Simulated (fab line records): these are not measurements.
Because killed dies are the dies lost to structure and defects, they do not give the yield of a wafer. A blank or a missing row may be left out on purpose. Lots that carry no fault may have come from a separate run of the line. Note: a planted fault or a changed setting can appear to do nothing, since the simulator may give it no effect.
fab line records	flow nand_harc
record lots=12	wafers=36	last_day=24
route steps=1159 shown A_BLC@979 A_M0@999 END@1159
lots that met no fault: taken from a fault-free run of the same line
start_h: hours from the record's first day to the start of the lot's first wafer shown	wait_h: hours since the lot's step before	" repeats the value in the row above	L1.1+2: a single row standing in for several wafers	- no value present, or no start provided	* or withheld: withheld	< > ~ a bound
route shown NAME@n: NAME is a module with steps in the file, n the number in the route of the first one	usual: the fault-free wafers' mean and standard deviation	same: alike in all rows	chamber/n: place in a boat	sites: each site's reading	_std_site: the standard deviation of these	_edge_site: outer sites' mean less inner sites'	radius_mm: how far each site lies from the wafer's centre	mask NAME#n: copy n	behind: the tool/chamber that last shaped the wafer	hold: the reason the lot was held/the length of the hold in hours/how it ended	device: transistor that didn't switch, given as n, p or np	end of line: the route-end tests of the same wafers	a step without rows: its recipe alone	killed: count of dies lost to structure and defects at first sort (not the wafer's yield)	map: a wafer's dies, marking killed ones x, the rest . and places with no die _
set.NAME: the setting the step ran with; set.NAME@STEP: the setting that earlier step ran with	model.NAME: the simulator's own value behind a step, which no gauge read
the route's steps for a sample of lots (tables are steps, rows are wafers)
services: a tool's chamber out of use, with start hour (start_h, from the record's first day; less than 0 if before it), hours out, and reason
## steps
# step NHARC_A_BLC_ETCH_17
# recipe target_depth_a=3900	over_etch_frac=0.25	time_s=609.38	ion_energy_ev=200	n2_flow_sccm=150	h2_flow_sccm=150	ar_flow_sccm=0	rf_w=400	bias_w=150	chemistry=N2/H2
# usual drypump_motor_current_A=6.0/0.36	oes_product_au=1.002/0.0086	rf_vpp_V=429.2/2.5	showerhead_plenum_p_Torr=1.99/0.083	throttle_valve_pct=14.171/0.0084
# same over_etch_frac=0.25
lot.wafer	tool	chamber	start_h	wait_h	drypump_motor_current_A	oes_product_au	rf_hours_counter_h	rf_vpp_V	showerhead_plenum_p_Torr	throttle_valve_pct
L402.3	rie_diel-10	3	-	-	5.8	0.992	2	428.3	2.00	14.176
L402.4	"	1	"	"	5.7	0.998	3	428.0	1.98	14.186
L402.5	"	0	"	"	5.8	0.991	-	426.3	1.89	14.160
L403.3	rie_diel-04	3	-	-	5.8	1.001	12	426.8	1.90	14.182
L403.2	"	0	"	"	5.4	1.012	10	426.9	1.90	14.177
L403.6	"	2	"	"	6.2	1.007	-	431.4	2.09	14.165
L405.2	rie_diel-04	3	-	-	5.8	1.005	12	424.2	1.90	14.181
L405.4	"	0	"	"	5.4	1.014	10	427.3	1.90	14.171
L405.5	"	1	"	"	6.6	0.997	-	430.2	2.04	14.165
L404.4	rie_diel-12	1	-	-	5.9	1.000	5	427.5	1.92	14.160
L404.2	"	3	"	"	6.5	0.997	6	431.4	2.12	14.184
L404.3	"	0	"	"	5.6	1.020	5	428.5	1.98	14.169
L406.1	rie_diel-12	1	-	-	5.9	0.997	7	426.0	1.92	14.176
L406.2	"	3	"	"	6.5	1.001	8	434.1	2.11	14.177
L406.6	"	1	"	"	5.9	0.997	-	426.8	1.92	14.160
L408.1	rie_diel-10	0	-	-	5.8	1.000	7	426.9	1.89	14.164
L408.3	"	2	"	"	6.4	0.991	6	432.5	2.13	14.165
L408.6	"	1	"	"	5.8	1.003	-	428.6	1.98	14.165
L409.1	rie_diel-10	1	-	-	5.8	1.009	10	427.9	1.98	14.161
L409.4	"	3	"	"	5.8	0.992	10	428.8	2.00	14.163
L409.2	"	0	"	"	5.8	1.006	10	426.4	1.89	14.169
L417.4	rie_diel-04	2	-	-	6.3	1.004	0	431.6	2.09	14.177
L417.2	"	3	"	"	5.8	0.998	0	425.4	1.89	14.151
L417.6	"	2	"	"	6.3	1.007	-	430.7	2.09	14.174
L418.3	rie_diel-10	3	-	-	5.8	1.001	13	428.7	1.99	14.168
L418.1	"	2	"	"	6.3	1.013	13	433.6	2.13	14.174
L418.5	"	0	"	"	5.8	1.004	-	426.3	1.89	14.172
L422.1	rie_diel-04	2	-	-	6.3	0.990	3	432.4	2.09	14.170
L422.3	"	0	"	"	5.4	0.999	3	427.4	1.90	14.178
L422.6	"	2	"	"	6.2	0.988	-	433.0	2.09	14.173
L424.4	rie_diel-10	1	-	-	5.7	1.002	18	428.8	1.98	14.182
L424.2	"	2	"	"	6.4	1.010	17	432.1	2.13	14.156
L424.5	"	1	"	"	5.8	1.010	-	428.3	1.98	14.165
L425.4	rie_diel-04	2	-	-	6.3	0.998	6	432.5	2.09	14.174
L425.3	"	3	"	"	5.8	1.003	6	426.9	1.89	14.182
L425.5	"	1	"	"	6.6	1.017	-	429.7	2.04	14.171
# step NHARC_A_BLC_STRIP_29
# recipe cf4_flow_sccm=150	ar_flow_sccm=0	bias_w=0	chemistry=CF4
# usual drypump_motor_current_A=6.0/0.36	oes_product_au=0.999/0.0096	rf_vpp_V=59.2/0.83	showerhead_plenum_p_Torr=1.73/0.068	throttle_valve_pct=13.283/0.0087
lot.wafer	tool	chamber	start_h	wait_h	drypump_motor_current_A	oes_product_au	rf_hours_counter_h	rf_vpp_V	showerhead_plenum_p_Torr	throttle_valve_pct
L402.4	rie_diel-10	1	380.92	0.1	5.8	0.998	3	60.4	1.72	13.288
L402.3	"	2	"	"	6.3	0.996	3	58.7	1.84	13.276
L402.5	"	1	"	"	5.7	0.997	-	59.0	1.72	13.283
L403.3	rie_diel-10	1	393.06	0.1	5.8	1.016	4	58.7	1.72	13.287
L403.2	"	3	"	"	5.8	0.994	4	59.2	1.73	13.264
L403.6	"	0	"	"	5.7	0.995	-	60.0	1.65	13.285
L405.2	rie_diel-12	3	396.50	0.1	6.5	1.001	1	60.2	1.83	13.292
L405.4	"	1	"	"	5.9	0.992	1	59.1	1.67	13.289
L405.5	"	2	"	"	6.3	0.989	-	59.6	1.82	13.290
L404.4	rie_diel-04	3	408.37	0.1	5.8	1.001	13	57.5	1.66	13.286
L404.2	"	0	"	"	5.4	1.008	12	59.6	1.66	13.291
L404.3	"	2	"	"	6.3	1.009	13	60.6	1.81	13.293
L406.2	rie_diel-04	0	414.76	0.1	5.4	1.007	12	59.2	1.66	13.283
L406.1	"	2	"	"	6.3	1.016	14	59.8	1.81	13.291
L406.6	"	2	"	"	6.3	1.012	-	59.9	1.81	13.281
L408.3	rie_diel-10	3	415.71	0.1	5.9	1.000	6	60.3	1.73	13.296
L408.1	"	1	"	"	5.8	0.992	7	58.3	1.72	13.282
L408.6	"	0	"	"	5.7	0.992	-	57.5	1.65	13.279
L409.1	rie_diel-10	3	443.68	0.1	5.8	0.987	10	59.1	1.73	13.292
L409.2	"	1	"	"	5.7	0.998	10	58.4	1.72	13.297
L409.4	"	2	"	"	6.3	0.996	9	59.6	1.84	13.279
L417.4	rie_diel-12	1	479.21	0.1	5.9	0.979	35	59.2	1.66	13.269
L417.2	"	0	"	"	5.7	1.008	36	60.1	1.72	13.296
L417.6	"	1	"	"	5.9	0.990	-	58.1	1.67	13.280
L418.1	rie_diel-04	1	480.09	0.1	6.6	0.998	1	59.5	1.77	13.295
L418.3	"	2	"	"	6.3	0.991	1	58.5	1.81	13.277
L418.5	"	3	"	"	5.8	0.976	-	58.0	1.65	13.274
L422.1	rie_diel-10	0	506.03	0.1	5.8	1.011	17	59.5	1.65	13.296
L422.3	"	3	"	"	5.8	1.000	16	59.1	1.73	13.282
L422.6	"	0	"	"	5.8	1.001	-	58.7	1.65	13.294
L424.2	rie_diel-10	0	512.84	0.1	5.7	0.993	20	59.6	1.65	13.289
L424.4	"	1	"	"	5.7	1.010	18	59.1	1.72	13.293
L424.5	"	1	"	"	5.7	1.001	-	60.0	1.72	13.285
L425.3	rie_diel-12	1	531.20	0.1	5.9	0.981	50	58.8	1.66	13.278
L425.4	"	2	"	"	6.3	0.998	54	60.2	1.80	13.284
L425.5	"	2	"	"	6.3	0.992	-	58.9	1.80	13.284
# step NHARC_A_M0_SOFTBAKE_04
# recipe temp_c=105	time_s=55
# usual heater_power_total_W=188.45/0.14
lot.wafer	tool	chamber	start_h	wait_h	heater_power_total_W
L402.3	litho_track-04	0	390	-	188.34
L402.4	"	0	"	"	188.32
L402.5	"	0	"	"	188.61
L403.2	litho_track-01	0	395	-	188.60
L403.3	"	0	"	"	188.34
L403.6	"	0	"	"	188.49
L405.2	litho_track-06	0	401	-	188.40
L405.4	"	0	"	"	188.41
L405.5	"	0	"	"	188.45
L404.2	litho_track-06	0	413	-	188.52
L404.3	"	0	"	"	188.49
L404.4	"	0	"	"	188.46
L406.1	litho_track-06	0	420	-	188.34
L406.2	"	0	"	"	188.43
L406.6	"	0	"	"	188.52
L408.1	litho_track-04	0	426	-	188.32
L408.3	"	0	"	"	188.40
L408.6	"	0	"	"	188.31
L409.1	litho_track-01	0	452	-	188.34
L409.2	"	0	"	"	188.78
L409.4	"	0	"	"	188.55
L417.2	litho_track-06	0	484	-	188.45
L417.4	"	0	"	"	188.23
L417.6	"	0	"	"	323.00
L418.1	litho_track-06	0	489	-	188.32
L418.3	"	0	"	"	322.89
L418.5	"	0	"	"	188.35
L422.1	litho_track-01	0	508	-	188.73
L422.3	"	0	"	"	188.39
L422.6	"	0	"	"	188.35
L424.2	litho_track-01	0	515	-	188.44
L424.4	"	0	"	"	188.30
L424.5	"	0	"	"	188.46
L425.3	litho_track-01	0	533	-	188.45
L425.4	"	0	"	"	188.72
L425.5	"	0	"	"	188.72
# step NHARC_A_M0_INSPECT_11
# usual raw_defect_count=31/14
lot.wafer	tool	chamber	start_h	wait_h	raw_defect_count
L402.3	defect_inspect-02	-	390.49	0.0	26
L402.4	"	-	"	"	21
L402.5	"	-	"	"	22
L403.2	defect_inspect-02	-	396.29	0.0	15
L403.3	"	-	"	"	23
L403.6	"	-	"	"	23
L405.2	defect_inspect-02	-	402.28	0.0	19
L405.4	"	-	"	"	23
L405.5	"	-	"	"	22
L404.2	defect_inspect-01	-	414.23	0.0	28
L404.3	"	-	"	"	27
L404.4	"	-	"	"	30
L406.1	defect_inspect-01	-	421.19	0.0	27
L406.2	"	-	"	"	37
L406.6	"	-	"	"	33
L408.1	defect_inspect-01	-	427.04	0.0	10
L408.3	"	-	"	"	12
L408.6	"	-	"	"	18
L409.1	defect_inspect-02	-	453.08	0.1	20
L409.2	"	-	"	"	20
L409.4	"	-	"	"	25
L417.2	defect_inspect-01	-	485.21	0.0	17
L417.4	"	-	"	"	19
L417.6	"	-	"	"	28
L418.1	defect_inspect-02	-	489.81	0.0	43
L418.3	"	-	"	"	40
L418.5	"	-	"	"	53
L422.1	defect_inspect-02	-	508.97	0.0	57
L422.3	"	-	"	"	54
L422.6	"	-	"	"	62
L424.2	defect_inspect-02	-	516.34	0.0	36
L424.4	"	-	"	"	48
L424.5	"	-	"	"	41
L425.3	defect_inspect-02	-	534.04	0.0	18
L425.4	"	-	"	"	16
L425.5	"	-	"	"	20
# step NHARC_END_SORT_01
# recipe temp_c=25
# usual defect_limited_yield=95.4/1.5	killed_at_array=27/9.9	killed_at_other=0.6/0.84	killed_at_periphery=3.7/2.5	killed_dies=31/9.9	killed_open=3.0/1.6	killed_short=1.9/1.2	sort_bin_2_pct=1.5/0.6	sort_bin_3_pct=0.26/0.21	sort_bin_4_pct=2.9/0.98	sort_n_pass=646/9.9	sort_rim_yield_pct=96.3/2.4	sort_yield_pct=95.4/1.5
# same gross_dies=677	sort_bin_5_pct[%]=0	sort_bin_6_pct[%]=0	sort_bin_7_pct[%]=0	sort_bin_8_pct[%]=0	sort_rim_n_gross=106.00
lot.wafer	tool	chamber	start_h	wait_h	defect_limited_yield[%]	killed_at_array	killed_at_other	killed_at_periphery	killed_dies	killed_open	killed_short	sort_bin_2_pct[%]	sort_bin_3_pct[%]	sort_bin_4_pct[%]	sort_n_pass	sort_rim_yield_pct[%]	sort_yield_pct[%]
L403.2	prober-02	0	442.75	2.8	97.5	14	0	3	17	4	2	1.2	0.30	1.0	660	98.1	97.5
L403.3	prober-02	0	443.53	3.0	96.3	23	0	2	25	6	1	1.2	0	2.5	652	97.2	96.3
L403.6	prober-02	0	445.89	3.9	96.3	19	1	5	25	3	1	1.3	0.15	2.2	652	95.3	96.3
L402.3	prober-01	0	443.50	3.1	95.6	26	1	3	30	2	3	1.6	0.59	2.2	647	92.5	95.6
L402.4	prober-01	0	444.30	3.4	95.7	24	2	3	29	2	2	1.5	0	2.8	648	100.0	95.7
L402.5	prober-01	0	445.09	3.7	96.9	17	1	3	21	3	2	0.6	0.30	2.2	656	90.6	96.9
L405.2	prober-02	0	450.52	2.8	96.2	19	1	6	26	4	0	1.3	0.30	2.2	651	97.2	96.2
L405.4	prober-02	0	452.10	3.4	95.7	24	1	4	29	3	1	1.5	0.30	2.5	648	98.1	95.7
L405.5	prober-02	0	452.90	3.7	95.3	17	3	12	32	1	1	1.5	0.30	3.0	645	95.3	95.3
L404.2	prober-01	0	454.23	2.8	96.3	21	0	4	25	2	1	1.2	0.44	2.1	652	96.2	96.3
L404.3	prober-01	0	455.03	3.1	94.7	31	0	5	36	1	3	1.3	0.74	3.2	641	93.4	94.7
L404.4	prober-01	0	455.83	3.4	95.0	31	0	3	34	1	1	2.1	0.15	2.8	643	96.2	95.0
L406.1	prober-01	0	461.19	2.5	95.4	28	0	3	31	6	3	0.9	0.30	3.4	646	89.6	95.4
L406.2	prober-01	0	462.00	2.8	93.6	38	0	5	43	3	5	1.5	0.44	4.4	634	97.2	93.6
L406.6	prober-01	0	465.20	4.0	95.0	32	0	2	34	2	2	1.2	0.15	3.7	643	97.2	95.0
L408.1	prober-02	0	467.70	2.5	98.8	7	0	1	8	1	0	0.1	0	1.0	669	100.0	98.8
L408.3	prober-02	0	469.29	3.1	97.8	14	0	1	15	4	0	0.6	0	1.6	662	97.2	97.8
L408.6	prober-02	0	471.68	4.0	97.2	19	0	0	19	3	1	0.9	0.15	1.8	658	99.1	97.2
L409.1	prober-02	0	501.36	2.4	96.9	20	0	1	21	1	1	1.3	0	1.8	656	100.0	96.9
L409.2	prober-02	0	502.16	2.7	96.9	19	1	1	21	3	3	0.7	0.59	1.8	656	96.2	96.9
L409.4	prober-02	0	503.75	3.4	96.2	23	2	1	26	4	0	1.0	0.30	2.5	651	97.2	96.2
L417.2	prober-02	0	528.33	2.8	96.2	17	0	9	26	5	1	0.9	0	3.0	651	96.2	96.2
L417.4	prober-02	0	529.92	3.4	96.3	21	0	4	25	3	2	1.8	0	1.9	652	98.1	96.3
L417.6	prober-02	0	531.52	4.0	94.7	29	0	7	36	4	3	1.6	0.15	3.5	641	95.3	94.7
L418.1	prober-01	0	532.81	2.5	96.0	25	2	0	27	0	0	0.6	0.15	3.2	650	94.3	96.0
L418.3	prober-01	0	534.42	3.1	94.8	33	2	0	35	1	1	1.3	0.30	3.5	642	100.0	94.8
L418.5	prober-01	0	536.03	3.7	93.9	36	2	3	41	4	4	1.8	0.74	3.5	636	93.4	93.9
L422.1	prober-02	0	550.54	2.5	92.2	51	0	2	53	5	3	3.0	0.44	4.4	624	95.3	92.2
L422.3	prober-02	0	552.15	3.1	94.2	36	0	3	39	1	1	1.5	0.30	4.0	638	94.3	94.2
L422.6	prober-02	0	554.56	4.0	92.6	47	0	3	50	4	1	2.2	0.44	4.7	627	97.2	92.6
L424.2	prober-02	0	559.12	2.8	94.5	35	0	2	37	2	2	1.6	0.44	3.4	640	94.3	94.5
L424.4	prober-02	0	560.73	3.4	94.2	36	0	3	39	4	0	1.0	0.44	4.3	638	94.3	94.2
L424.5	prober-02	0	561.53	3.7	93.9	36	0	5	41	4	3	1.2	0.44	4.4	636	96.2	93.9
L425.3	prober-01	0	574.62	3.2	96.8	20	0	2	22	2	1	0.7	0.15	2.4	655	99.1	96.8
L425.4	prober-01	0	575.45	3.5	97.0	19	0	1	20	1	1	0.4	0	2.5	657	99.1	97.0
L425.5	prober-01	0	576.29	3.8	97.0	19	0	1	20	2	2	1.0	0.30	1.6	657	99.1	97.0
# killed by level:class
L403.2 A_SLIT:chamber_film_flake=4 A_CHANNEL_HOLE_D1:chamber_film_flake=3 A_CONTACT:chamber_film_flake=3 P_CONTACT:geometric_particle:short=1 P_M1:geometric_particle:open=1 A_ONON_D1:geometric_particle:open=1 A_CHANNEL_FILL_D1:geometric_particle:short=1 A_SGD_CUT:geometric_particle:open=1
L402.3 A_SLIT:chamber_film_flake=10 A_CHANNEL_HOLE_D1:chamber_film_flake=6 A_CONTACT:chamber_film_flake=4 P_STI:chamber_film_flake=3 A_ONON_D1:geometric_particle:short=1 A_CHANNEL_FILL_D1:geometric_particle:open=1 A_WL_FILL:geometric_particle:short=1 A_CONTACT:geometric_particle:short=1
L403.3 A_SLIT:chamber_film_flake=13 A_CHANNEL_HOLE_D1:geometric_particle:open=2 A_CHANNEL_HOLE_D1:chamber_film_flake=2 A_CONTACT:chamber_film_flake=2 P_CONTACT:geometric_particle:open=1 A_CHANNEL_FILL_D1:geometric_particle:open=1 A_CHANNEL_FILL_D1:geometric_particle:short=1 A_BLC:geometric_particle:open=1
L402.4 A_CHANNEL_HOLE_D1:chamber_film_flake=12 A_SLIT:chamber_film_flake=7 A_CONTACT:chamber_film_flake=2 THIN_TSV:chamber_film_flake=2 P_CONTACT:geometric_particle:short=1 P_M1:geometric_particle:short=1 A_SOURCE_PLATE:geometric_particle:open=1 A_CONTACT:geometric_particle:open=1
L402.5 A_SLIT:chamber_film_flake=7 A_CHANNEL_HOLE_D1:chamber_film_flake=5 A_CONTACT:geometric_particle:open=2 P_M0:geometric_particle:short=1 A_CHANNEL_HOLE_D1:geometric_particle:open=1 A_CONTACT:geometric_particle:short=1 P_STI:chamber_film_flake=1 P_GATE:chamber_film_flake=1
L403.6 A_SLIT:chamber_film_flake=10 P_GATE:chamber_film_flake=4 A_CONTACT:chamber_film_flake=4 A_SGD_CUT:geometric_particle:open=1 A_CONTACT:geometric_particle:open=1 A_BLC:geometric_particle:open=1 P_ZERO_WELL:chamber_film_flake=1 STARTING-WAFER:geometric_particle:short=1
L405.2 A_SLIT:chamber_film_flake=7 P_CONTACT:chamber_film_flake=4 A_CHANNEL_HOLE_D1:chamber_film_flake=3 A_CONTACT:chamber_film_flake=3 A_CONTACT:geometric_particle:open=2 P_M0:geometric_particle:open=1 A_CHANNEL_HOLE_D1:geometric_particle:open=1 P_GATE:chamber_film_flake=1
L405.4 A_SLIT:chamber_film_flake=8 A_CONTACT:chamber_film_flake=6 P_CONTACT:chamber_film_flake=4 A_CHANNEL_HOLE_D1:chamber_film_flake=2 A_STAIRCASE:chamber_film_flake=2 A_CHANNEL_FILL_D1:geometric_particle:open=1 A_CONTACT:geometric_particle:open=1 A_BLC:geometric_particle:short=1
L405.5 A_SLIT:chamber_film_flake=9 P_CONTACT:chamber_film_flake=8 P_M2:chamber_film_flake=3 THIN_TSV:chamber_film_flake=3 A_STAIRCASE:chamber_film_flake=2 A_WL_FILL:chamber_film_flake=2 P_CONTACT:geometric_particle:open=1 A_CHANNEL_FILL_D1:geometric_particle:short=1
L404.2 A_SLIT:chamber_film_flake=11 A_CHANNEL_HOLE_D1:chamber_film_flake=4 A_M0:chamber_film_flake=3 P_STI:chamber_film_flake=2 P_M0:geometric_particle:short=1 P_M0:geometric_particle:open=1 A_CONTACT:geometric_particle:open=1 A_ZERO_WELL:chamber_film_flake=1
L404.3 A_SLIT:chamber_film_flake=7 A_CHANNEL_HOLE_D1:chamber_film_flake=5 A_STAIRCASE:chamber_film_flake=4 A_WL_FILL:chamber_film_flake=4 A_CONTACT:chamber_film_flake=4 P_CONTACT:chamber_film_flake=3 A_M0:chamber_film_flake=3 P_M0:geometric_particle:open=1
L404.4 A_SLIT:chamber_film_flake=9 A_CHANNEL_HOLE_D1:chamber_film_flake=8 A_WL_FILL:chamber_film_flake=4 A_M0:chamber_film_flake=4 P_CONTACT:chamber_film_flake=3 A_CONTACT:chamber_film_flake=3 A_ONON_D1:geometric_particle:open=1 A_CONTACT:geometric_particle:short=1
L406.1 A_CHANNEL_HOLE_D1:chamber_film_flake=8 A_SLIT:chamber_film_flake=6 A_CONTACT:chamber_film_flake=5 A_SGD_CUT:geometric_particle:short=2 A_CONTACT:geometric_particle:open=2 P_STI:geometric_particle:open=1 P_M2:geometric_particle:open=1 A_WL_FILL:geometric_particle:short=1
L406.2 A_CHANNEL_HOLE_D1:chamber_film_flake=14 A_SLIT:chamber_film_flake=9 A_STAIRCASE:chamber_film_flake=5 P_M1:geometric_particle:open=2 P_GATE:chamber_film_flake=2 A_CHANNEL_FILL_D1:chamber_film_flake=2 P_GATE:geometric_particle:short=1 A_WL_FILL:geometric_particle:short=1
L406.6 A_CHANNEL_HOLE_D1:chamber_film_flake=15 A_SLIT:chamber_film_flake=9 A_STAIRCASE:chamber_film_flake=2 P_M1:geometric_particle:open=1 A_CONTACT:geometric_particle:open=1 A_BLC:geometric_particle:short=1 A_M1:geometric_particle:short=1 P_GATE:chamber_film_flake=1
L408.1 A_CONTACT:chamber_film_flake=3 A_CHANNEL_HOLE_D1:chamber_film_flake=2 P_CONTACT:geometric_particle:open=1 A_SLIT:chamber_film_flake=1 A_WL_FILL:chamber_film_flake=1
L408.3 A_CONTACT:chamber_film_flake=5 A_CONTACT:geometric_particle:open=2 A_SLIT:chamber_film_flake=2 A_BLC:geometric_particle:open=1 A_M0:geometric_particle:open=1 P_M2:chamber_film_flake=1 A_CHANNEL_HOLE_D1:chamber_film_flake=1 A_CHANNEL_FILL_D1:chamber_film_flake=1
L408.6 A_CONTACT:chamber_film_flake=7 A_CHANNEL_HOLE_D1:chamber_film_flake=4 A_WL_FILL:chamber_film_flake=3 A_CHANNEL_FILL_D1:geometric_particle:short=1 A_CONTACT:geometric_particle:open=1 A_BLC:geometric_particle:open=1 A_M1:geometric_particle:open=1 A_SLIT:chamber_film_flake=1
L409.1 A_SLIT:chamber_film_flake=14 A_CONTACT:chamber_film_flake=2 P_GATE:geometric_particle:short=1 A_CHANNEL_HOLE_D1:geometric_particle:open=1 A_CHANNEL_HOLE_D1:chamber_film_flake=1 A_CHANNEL_FILL_D1:chamber_film_flake=1 A_STAIRCASE:chamber_film_flake=1
L409.2 A_SLIT:chamber_film_flake=9 A_CHANNEL_FILL_D1:geometric_particle:short=3 A_CONTACT:chamber_film_flake=2 P_GATE:geometric_particle:open=1 A_CHANNEL_FILL_D1:geometric_particle:open=1 A_M0:geometric_particle:open=1 A_CHANNEL_HOLE_D1:chamber_film_flake=1 A_CHANNEL_FILL_D1:chamber_film_flake=1
L409.4 A_SLIT:chamber_film_flake=12 A_CHANNEL_HOLE_D1:chamber_film_flake=5 STARTING-WAFER:geometric_particle:open=2 A_STAIRCASE:chamber_film_flake=2 P_M0:geometric_particle:open=1 A_SOURCE_PLATE:geometric_particle:open=1 A_ZERO_WELL:chamber_film_flake=1 A_WL_FILL:chamber_film_flake=1
L417.2 A_CONTACT:chamber_film_flake=6 A_CHANNEL_HOLE_D1:chamber_film_flake=5 P_ZERO_WELL:chamber_film_flake=4 P_GATE:chamber_film_flake=3 P_GATE:geometric_particle:open=1 P_CONTACT:geometric_particle:open=1 A_CHANNEL_HOLE_D1:geometric_particle:open=1 A_CHANNEL_FILL_D1:geometric_particle:short=1
L417.4 A_CONTACT:chamber_film_flake=6 A_CHANNEL_HOLE_D1:chamber_film_flake=4 A_BLC:chamber_film_flake=4 A_STAIRCASE:chamber_film_flake=3 A_M0:geometric_particle:open=2 P_ZERO_WELL:chamber_film_flake=2 P_GATE:geometric_particle:short=1 A_CHANNEL_FILL_D1:geometric_particle:short=1
L417.6 A_CONTACT:chamber_film_flake=12 A_CHANNEL_HOLE_D1:chamber_film_flake=6 A_BLC:chamber_film_flake=4 P_STI:chamber_film_flake=2 P_GATE:geometric_particle:open=1 P_CONTACT:geometric_particle:short=1 P_M0:geometric_particle:open=1 A_SGD_CUT:geometric_particle:short=1
L418.1 A_SLIT:chamber_film_flake=15 A_CHANNEL_HOLE_D1:chamber_film_flake=7 A_CONTACT:chamber_film_flake=2 THIN_TSV:chamber_film_flake=2 A_STAIRCASE:chamber_film_flake=1
L418.3 A_CHANNEL_HOLE_D1:chamber_film_flake=17 A_SLIT:chamber_film_flake=13 THIN_TSV:chamber_film_flake=2 A_CONTACT:geometric_particle:short=1 A_CONTACT:geometric_particle:open=1 A_STAIRCASE:chamber_film_flake=1
L418.5 A_SLIT:chamber_film_flake=21 A_CHANNEL_HOLE_D1:chamber_film_flake=7 A_CHANNEL_FILL_D1:geometric_particle:open=2 A_CONTACT:geometric_particle:open=2 THIN_TSV:chamber_film_flake=2 P_M0:geometric_particle:short=1 P_M1:geometric_particle:short=1 A_WL_FILL:geometric_particle:short=1
L422.1 A_SLIT:chamber_film_flake=18 A_CHANNEL_HOLE_D1:chamber_film_flake=14 A_STAIRCASE:chamber_film_flake=5 A_SGD_CUT:chamber_film_flake=5 A_CONTACT:chamber_film_flake=2 P_GATE:geometric_particle:open=1 A_CHANNEL_HOLE_D1:geometric_particle:open=1 A_WL_FILL:geometric_particle:short=1
L422.3 A_SLIT:chamber_film_flake=22 A_CHANNEL_HOLE_D1:chamber_film_flake=6 A_STAIRCASE:chamber_film_flake=3 P_STI:chamber_film_flake=2 A_CONTACT:chamber_film_flake=2 A_WL_FILL:geometric_particle:short=1 A_CONTACT:geometric_particle:open=1 P_M0:chamber_film_flake=1
L422.6 A_SLIT:chamber_film_flake=19 A_CHANNEL_HOLE_D1:chamber_film_flake=17 A_STAIRCASE:chamber_film_flake=2 A_SGD_CUT:chamber_film_flake=2 A_WL_FILL:chamber_film_flake=2 A_CONTACT:chamber_film_flake=2 P_GATE:geometric_particle:open=1 P_M0:geometric_particle:open=1
L424.2 A_SLIT:chamber_film_flake=17 A_CHANNEL_HOLE_D1:chamber_film_flake=5 A_STAIRCASE:chamber_film_flake=3 A_CHANNEL_FILL_D1:chamber_film_flake=2 A_CONTACT:chamber_film_flake=2 P_M0:geometric_particle:short=1 A_WL_FILL:geometric_particle:short=1 A_WL_FILL:geometric_particle:open=1
L424.4 A_SLIT:chamber_film_flake=17 A_CHANNEL_HOLE_D1:chamber_film_flake=7 A_STAIRCASE:chamber_film_flake=6 A_CHANNEL_FILL_D1:chamber_film_flake=3 P_GATE:geometric_particle:open=2 A_CONTACT:geometric_particle:open=2 P_GATE:chamber_film_flake=1 A_M0:chamber_film_flake=1
L424.5 A_SLIT:chamber_film_flake=20 A_CHANNEL_HOLE_D1:chamber_film_flake=4 A_STAIRCASE:chamber_film_flake=4 A_ONON_D1:geometric_particle:open=2 A_CHANNEL_FILL_D1:chamber_film_flake=2 A_M0:chamber_film_flake=2 P_GATE:geometric_particle:short=1 P_CONTACT:geometric_particle:open=1
L425.3 A_STAIRCASE:chamber_film_flake=6 A_CONTACT:chamber_film_flake=5 A_CHANNEL_HOLE_D1:unspecified=4 A_M1:chamber_film_flake=2 P_CONTACT:geometric_particle:open=1 A_ONON_D1:geometric_particle:open=1 A_M1:geometric_particle:short=1 P_GATE:chamber_film_flake=1
L425.4 A_STAIRCASE:chamber_film_flake=6 A_CONTACT:chamber_film_flake=5 A_WL_FILL:chamber_film_flake=2 A_M1:chamber_film_flake=2 P_M0:geometric_particle:open=1 A_WL_FILL:geometric_particle:short=1 A_ZERO_WELL:chamber_film_flake=1 A_CHANNEL_HOLE_D1:chamber_film_flake=1
L425.5 A_CONTACT:chamber_film_flake=8 A_STAIRCASE:chamber_film_flake=5 A_ONON_D1:geometric_particle:short=2 A_M1:chamber_film_flake=2 P_BONDPAD:geometric_particle:open=1 A_CHANNEL_FILL_D1:geometric_particle:open=1 A_CHANNEL_HOLE_D1:unspecified=1
## services
tool	chamber	start_h	hours	kind
rie_diel-04	0	356.92	3.0	repair
rie_diel-10	0	362.59	-	clean
rie_diel-10	1	362.59	-	clean
rie_diel-10	2	362.59	-	clean
rie_diel-10	3	362.59	-	clean
rie_diel-12	-	379.45	9.0	pm
rie_diel-10	0	387.09	-	clean
rie_diel-10	1	387.09	-	clean
rie_diel-04	3	411.78	5.9	repair
rie_diel-04	1	414.37	2.7	repair
rie_diel-10	-	424.29	0.3	repair
litho_track-01	-	443.00	7.0	pm
rie_diel-04	-	450.94	0.3	repair
rie_diel-04	0	463.28	6.4	repair
rie_diel-04	-	466.00	9.0	pm
litho_track-06	-	467.00	7.0	pm
rie_diel-12	0	488.90	3.8	repair
litho_track-04	-	491.00	7.0	pm
rie_diel-04	-	493.37	1.2	repair
rie_diel-12	1	496.95	9.8	repair
rie_diel-12	2	498.12	5.7	repair
rie_diel-10	-	500.08	0.4	repair
rie_diel-12	0	513.10	4.1	repair
rie_diel-10	-	530.59	9.0	pm
## key
first_sign step=NHARC_A_M0_SOFTBAKE_04	reading=heater_power_total_W	direction=up	sigmas=99+	usual=*	struck=*
effect none on later readings
met_at NHARC_A_M0_SOFTBAKE_04
struck_lots L417,L418
struck_wafers L417.6,L418.3
not_acting_at NHARC_A_BLC_ETCH_17,NHARC_A_BLC_STRIP_29,NHARC_A_M0_INSPECT_11
onset_between 420 484
fault kind=process_parameter_drift	tool=litho_track-06	chamber=-	onset_h=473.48	steps=NHARC_A_M0_SOFTBAKE_04	channel=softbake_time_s	offset=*	shape=step	end_h=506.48	scope=struck_wafers_only	acts_in=*	stated=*
